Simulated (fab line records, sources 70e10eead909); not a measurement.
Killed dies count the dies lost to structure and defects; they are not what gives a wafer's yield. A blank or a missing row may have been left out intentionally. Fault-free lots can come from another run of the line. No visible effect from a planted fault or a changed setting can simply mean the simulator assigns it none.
Which tool did it? / flow nand-harc / 14 lots, 42 wafers sampled, at 5 steps of a route of 1302

== WHAT THE GAUGES SHOWED, per wafer ==
NHARC_THIN_TSV_INSPECT_40. Usual: raw-defect-count reads 540 (standard deviation 95).
lot=L730; measured=day 24 16:01; on=defect-inspect-02; raw-defect-count=652 607 546; flag=
lot=L733; measured=day 25 08:31; on=defect-inspect-01; raw-defect-count=528 485 421; flag=
lot=L734; measured=day 26 04:56; on=defect-inspect-01; raw-defect-count=517 483 510; flag=
lot=L736; measured=day 26 15:40; on=defect-inspect-02; raw-defect-count=590 457 502; flag=
lot=L737; measured=day 27 00:15; on=defect-inspect-02; raw-defect-count=497 483 476; flag=
lot=L735; measured=day 27 00:15; on=defect-inspect-01; raw-defect-count=475 448 375; flag=
lot=L739; measured=day 28 11:01; on=defect-inspect-01; raw-defect-count=562 540 561; flag=
lot=L740; measured=day 29 01:03; on=defect-inspect-01; raw-defect-count=502 603 548; flag=
lot=L742; measured=day 29 01:03; on=defect-inspect-02; raw-defect-count=487 419 437; flag=
lot=L744; measured=day 30 05:53; on=defect-inspect-02; raw-defect-count=638 605 680; flag=
lot=L743; measured=day 30 15:41; on=defect-inspect-02; raw-defect-count=456 518 595; flag=
lot=L751; measured=day 33 01:05; on=defect-inspect-01; raw-defect-count=509 482; flag=
lot=L752; measured=day 33 22:11; on=defect-inspect-02; raw-defect-count=454; flag=
lot=L753; measured=day 33 22:11; on=defect-inspect-01; raw-defect-count=464 444; flag=

NHARC_END_SORT_01. Usual: defect-limited-yield 89.8 %, standard deviation 2.9; killed-at-array 65, standard deviation 19; killed-at-other 0.9, standard deviation 1.1; killed-at-periphery 3.5, standard deviation 2.3; killed-dies 69, standard deviation 19; killed-open 3.2, standard deviation 1.8; killed-short 2.4, standard deviation 1.5.
lot=L730; measured=day 24 22:46; on=prober-01; defect-limited-yield (%)=91.3 90.7 90.8; killed-at-array=55 60 59; killed-at-other=0 0 1; killed-at-periphery=4 3 2; killed-dies=59 63 62; killed-open=2 3 2; killed-short=1 2 1; flag=
lot=L733; measured=day 25 11:32; on=prober-02; defect-limited-yield (%)=93.1 91.1 92.8; killed-at-array=43 55 44; killed-at-other=1 1 3; killed-at-periphery=3 4 2; killed-dies=47 60 49; killed-open=2 4 1; killed-short=3 1 2; flag=
lot=L734; measured=day 26 08:02; on=prober-02; defect-limited-yield (%)=89.2 90.5 88.5; killed-at-array=69 59 75; killed-at-other=1 1 2; killed-at-periphery=3 4 1; killed-dies=73 64 78; killed-open=1 4 5; killed-short=6 6 1; flag=
lot=L736; measured=day 26 18:44; on=prober-01; defect-limited-yield (%)=88.6 86.6 87.6; killed-at-array=72 86 82; killed-at-other=0 1 0; killed-at-periphery=5 4 2; killed-dies=77 91 84; killed-open=4 4 3; killed-short=2 1 1; flag=
lot=L737; measured=day 27 03:19; on=prober-02; defect-limited-yield (%)=92.0 90.8 90.5; killed-at-array=49 52 53; killed-at-other=0 1 0; killed-at-periphery=5 9 11; killed-dies=54 62 64; killed-open=2 7 4; killed-short=3 2 4; flag=
lot=L735; measured=day 27 03:18; on=prober-01; defect-limited-yield (%)=95.4 94.5 96.2; killed-at-array=28 31 23; killed-at-other=2 2 1; killed-at-periphery=1 4 2; killed-dies=31 37 26; killed-open=4 5 3; killed-short=2 3 0; flag=
lot=L739; measured=day 28 16:27; on=prober-02; defect-limited-yield (%)=86.1 84.5 86.6; killed-at-array=93 101 87; killed-at-other=0 0 0; killed-at-periphery=1 4 4; killed-dies=94 105 91; killed-open=10 2 3; killed-short=3 1 2; flag=
lot=L740; measured=day 29 12:40; on=prober-02; defect-limited-yield (%)=87.1 86.0 86.4; killed-at-array=84 91 87; killed-at-other=0 0 2; killed-at-periphery=3 4 3; killed-dies=87 95 92; killed-open=4 7 7; killed-short=2 4 0; flag=
lot=L742; measured=day 29 04:52; on=prober-01; defect-limited-yield (%)=88.5 88.5 90.4; killed-at-array=72 76 62; killed-at-other=1 0 1; killed-at-periphery=5 2 2; killed-dies=78 78 65; killed-open=4 2 4; killed-short=5 1 3; flag=
lot=L744; measured=day 30 08:58; on=prober-01; defect-limited-yield (%)=88.5 89.2 88.9; killed-at-array=78 70 75; killed-at-other=0 0 0; killed-at-periphery=0 3 0; killed-dies=78 73 75; killed-open=1 5 2; killed-short=0 2 5; flag=
lot=L743; measured=day 30 18:44; on=prober-02; defect-limited-yield (%)=91.4 92.5 92.0; killed-at-array=53 45 51; killed-at-other=0 0 0; killed-at-periphery=5 6 3; killed-dies=58 51 54; killed-open=4 2 0; killed-short=1 4 1; flag=
lot=L751; measured=day 33 04:07; on=prober-01; defect-limited-yield (%)=0 90.4 90.0; killed-at-array=670 62 66; killed-at-other=3 1 1; killed-at-periphery=4 2 1; killed-dies=677 65 68; killed-open=5 1 2; killed-short=3 3 3; flag=OFF
lot=L752; measured=day 34 01:17; on=prober-02; defect-limited-yield (%)=0 89.5 0; killed-at-array=677 68 676; killed-at-other=0 1 0; killed-at-periphery=0 2 1; killed-dies=677 71 677; killed-open=1 6 3; killed-short=0 4 1; flag=OFF
lot=L753; measured=day 34 01:14; on=prober-01; defect-limited-yield (%)=0 92.0 91.4; killed-at-array=674 50 55; killed-at-other=1 2 1; killed-at-periphery=2 2 2; killed-dies=677 54 58; killed-open=0 1 6; killed-short=3 1 2; flag=OFF

== WHICH TOOL RAN EACH LOT (tool, then ch and the chambers of the sampled wafers, then the start) ==
lot=L730; NHARC_A_M0_PVD_21=pvd-sputter-01, day 23 03:43; NHARC_THIN_TSV_STRIP_62=plasma-asher-02 ch 0,1, day 24 06:14; NHARC_THIN_TSV_DEGAS_49=pvd-sputter-02, day 24 06:25
lot=L733; NHARC_A_M0_PVD_21=pvd-sputter-02, day 23 21:42; NHARC_THIN_TSV_STRIP_62=plasma-asher-02 ch 1, day 25 00:10; NHARC_THIN_TSV_DEGAS_49=pvd-sputter-01, day 25 00:19
lot=L734; NHARC_A_M0_PVD_21=pvd-sputter-02, day 24 15:29; NHARC_THIN_TSV_STRIP_62=plasma-asher-01 ch 0,1, day 25 19:41; NHARC_THIN_TSV_DEGAS_49=pvd-sputter-02, day 25 19:53
lot=L736; NHARC_A_M0_PVD_21=pvd-sputter-01, day 25 05:29; NHARC_THIN_TSV_STRIP_62=plasma-asher-01 ch 0, day 26 06:24; NHARC_THIN_TSV_DEGAS_49=pvd-sputter-01, day 26 06:34
lot=L737; NHARC_A_M0_PVD_21=pvd-sputter-02, day 25 11:23; NHARC_THIN_TSV_STRIP_62=plasma-asher-02 ch 0,1, day 26 15:54; NHARC_THIN_TSV_DEGAS_49=pvd-sputter-03, day 26 16:06
lot=L735; NHARC_A_M0_PVD_21=pvd-sputter-03, day 25 13:38; NHARC_THIN_TSV_STRIP_62=plasma-asher-01 ch 0,1, day 26 14:52; NHARC_THIN_TSV_DEGAS_49=pvd-sputter-01, day 26 15:01
lot=L739; NHARC_A_M0_PVD_21=pvd-sputter-03, day 26 21:50; NHARC_THIN_TSV_STRIP_62=plasma-asher-01 ch 0,1, day 28 00:53; NHARC_THIN_TSV_DEGAS_49=pvd-sputter-03, day 28 01:02
lot=L740; NHARC_A_M0_PVD_21=pvd-sputter-02, day 27 11:38; NHARC_THIN_TSV_STRIP_62=plasma-asher-02 ch 0,1, day 28 16:45; NHARC_THIN_TSV_DEGAS_49=pvd-sputter-01, day 28 16:55
lot=L742; NHARC_A_M0_PVD_21=pvd-sputter-03, day 27 13:22; NHARC_THIN_TSV_STRIP_62=plasma-asher-02 ch 0,1, day 28 15:45; NHARC_THIN_TSV_DEGAS_49=pvd-sputter-02, day 28 15:55
lot=L744; NHARC_A_M0_PVD_21=pvd-sputter-03, day 28 15:49; NHARC_THIN_TSV_STRIP_62=plasma-asher-02 ch 0,1, day 29 20:27; NHARC_THIN_TSV_DEGAS_49=pvd-sputter-03, day 29 20:37
lot=L743; NHARC_A_M0_PVD_21=pvd-sputter-03, day 29 00:22; NHARC_THIN_TSV_STRIP_62=plasma-asher-02 ch 0,1, day 30 06:10; NHARC_THIN_TSV_DEGAS_49=pvd-sputter-03, day 30 06:20
lot=L751; NHARC_A_M0_PVD_21=pvd-sputter-03, day 31 14:14; NHARC_THIN_TSV_STRIP_62=plasma-asher-02 ch 0, day 32 18:03; NHARC_THIN_TSV_DEGAS_49=pvd-sputter-03, day 32 18:13
lot=L752; NHARC_A_M0_PVD_21=pvd-sputter-03, day 32 11:54; NHARC_THIN_TSV_STRIP_62=plasma-asher-01 ch 1, day 33 14:13; NHARC_THIN_TSV_DEGAS_49=pvd-sputter-01, day 33 14:23
lot=L753; NHARC_A_M0_PVD_21=pvd-sputter-03, day 32 12:31; NHARC_THIN_TSV_STRIP_62=plasma-asher-01 ch 0,1, day 33 13:04; NHARC_THIN_TSV_DEGAS_49=pvd-sputter-03, day 33 13:16
- NHARC_A_M0_PVD_21: deposits Cu, target thk 30 nm, time 20.49 s.
- NHARC_THIN_TSV_STRIP_62: strips in N2/H2, time 20 s.
- NHARC_THIN_TSV_DEGAS_49: time 120 s.

== AS READ BY THE TOOLS THEMSELVES (means over the sampled wafers that have a number; for cases with no such wafer, the mark the record gives instead) ==
NHARC_A_M0_PVD_21. Usual: throttle-valve-pct reads 29.6 % (standard deviation 0.92).
lot=L730; tool=pvd-sputter-01; throttle-valve-pct (%)=29.5; flag=
lot=L733; tool=pvd-sputter-02; throttle-valve-pct (%)=29.7; flag=
lot=L734; tool=pvd-sputter-02; throttle-valve-pct (%)=29.8; flag=
lot=L736; tool=pvd-sputter-01; throttle-valve-pct (%)=30.2; flag=
lot=L737; tool=pvd-sputter-02; throttle-valve-pct (%)=29.8; flag=
lot=L735; tool=pvd-sputter-03; throttle-valve-pct (%)=29.2; flag=
lot=L739; tool=pvd-sputter-03; throttle-valve-pct (%)=29.6; flag=
lot=L740; tool=pvd-sputter-02; throttle-valve-pct (%)=29.7; flag=
lot=L742; tool=pvd-sputter-03; throttle-valve-pct (%)=29.7; flag=
lot=L744; tool=pvd-sputter-03; throttle-valve-pct (%)=28.2; flag=
lot=L743; tool=pvd-sputter-03; throttle-valve-pct (%)=30.1; flag=
lot=L751; tool=pvd-sputter-03; throttle-valve-pct (%)=29.4; flag=
lot=L752; tool=pvd-sputter-03; throttle-valve-pct (%)=30.4; flag=
lot=L753; tool=pvd-sputter-03; throttle-valve-pct (%)=29.5; flag=

NHARC_THIN_TSV_STRIP_62. Usual: drypump-motor-current-A 5.70 A, standard deviation 0.17; heater-power-w 360 W, standard deviation 25.
lot=L730; tool=plasma-asher-02; drypump-motor-current-A (A)=5.68; heater-power-w (W)=358; flag=
lot=L733; tool=plasma-asher-02; drypump-motor-current-A (A)=5.96; heater-power-w (W)=383; flag=
lot=L734; tool=plasma-asher-01; drypump-motor-current-A (A)=5.61; heater-power-w (W)=346; flag=
lot=L736; tool=plasma-asher-01; drypump-motor-current-A (A)=5.76; heater-power-w (W)=340; flag=
lot=L737; tool=plasma-asher-02; drypump-motor-current-A (A)=5.81; heater-power-w (W)=392; flag=
lot=L735; tool=plasma-asher-01; drypump-motor-current-A (A)=5.62; heater-power-w (W)=346; flag=
lot=L739; tool=plasma-asher-01; drypump-motor-current-A (A)=5.61; heater-power-w (W)=347; flag=
lot=L740; tool=plasma-asher-02; drypump-motor-current-A (A)=5.82; heater-power-w (W)=393; flag=
lot=L742; tool=plasma-asher-02; drypump-motor-current-A (A)=5.67; heater-power-w (W)=376; flag=
lot=L744; tool=plasma-asher-02; drypump-motor-current-A (A)=5.69; heater-power-w (W)=376; flag=
lot=L743; tool=plasma-asher-02; drypump-motor-current-A (A)=5.81; heater-power-w (W)=383; flag=
lot=L751; tool=plasma-asher-02; drypump-motor-current-A (A)=5.53; heater-power-w (W)=363; flag=
lot=L752; tool=plasma-asher-01; drypump-motor-current-A (A)=5.58; heater-power-w (W)=358; flag=
lot=L753; tool=plasma-asher-01; drypump-motor-current-A (A)=5.67; heater-power-w (W)=344; flag=

NHARC_THIN_TSV_DEGAS_49. Usual: heater-power-w reads 467 W (standard deviation 33).
lot=L730; tool=pvd-sputter-02; heater-power-w (W)=475; flag=
lot=L733; tool=pvd-sputter-01; heater-power-w (W)=451; flag=
lot=L734; tool=pvd-sputter-02; heater-power-w (W)=477; flag=
lot=L736; tool=pvd-sputter-01; heater-power-w (W)=473; flag=
lot=L737; tool=pvd-sputter-03; heater-power-w (W)=450; flag=
lot=L735; tool=pvd-sputter-01; heater-power-w (W)=464; flag=
lot=L739; tool=pvd-sputter-03; heater-power-w (W)=432; flag=
lot=L740; tool=pvd-sputter-01; heater-power-w (W)=476; flag=
lot=L742; tool=pvd-sputter-02; heater-power-w (W)=489; flag=
lot=L744; tool=pvd-sputter-03; heater-power-w (W)=474; flag=
lot=L743; tool=pvd-sputter-03; heater-power-w (W)=410; flag=
lot=L751; tool=pvd-sputter-03; heater-power-w (W)=458; flag=
lot=L752; tool=pvd-sputter-01; heater-power-w (W)=440; flag=
lot=L753; tool=pvd-sputter-03; heater-power-w (W)=438; flag=

== THE ANSWER, worked out from the rows above alone ==
Rule: lot off if the mean of its wafers having a number is beyond 3 standard deviations from the usual mean. Also off: a lot with no number at a reading for which 4 or more lots have one. Any other lot the step has rows for is counted as sound. First the gauges in route order, then the tools' own readings, where a lot's mean is used as printed above. At the first step where some lot is off, the reading lying furthest off is the one used; lots without a number count as furthest.
Off, at NHARC_END_SORT_01 on killed-at-array: L751, L752, L753.
If a tool, at a process step before that reading, ran all the lots that are off and no sound lot after the first of them, it fits. Those tools and the gauges at NHARC_END_SORT_01 are tried in the same way. One fits: NHARC_A_M0_PVD_21 on pvd-sputter-03. Its last sound lot is L743 (day 29 00:22), its first lot that is off L751 (day 31 14:14): a fault that began between those two fits.

== WHAT THE SIMULATOR HAD PUT IN ==
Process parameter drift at NHARC_A_M0_PVD_21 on pvd-sputter-03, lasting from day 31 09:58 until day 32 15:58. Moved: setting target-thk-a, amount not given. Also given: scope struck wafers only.
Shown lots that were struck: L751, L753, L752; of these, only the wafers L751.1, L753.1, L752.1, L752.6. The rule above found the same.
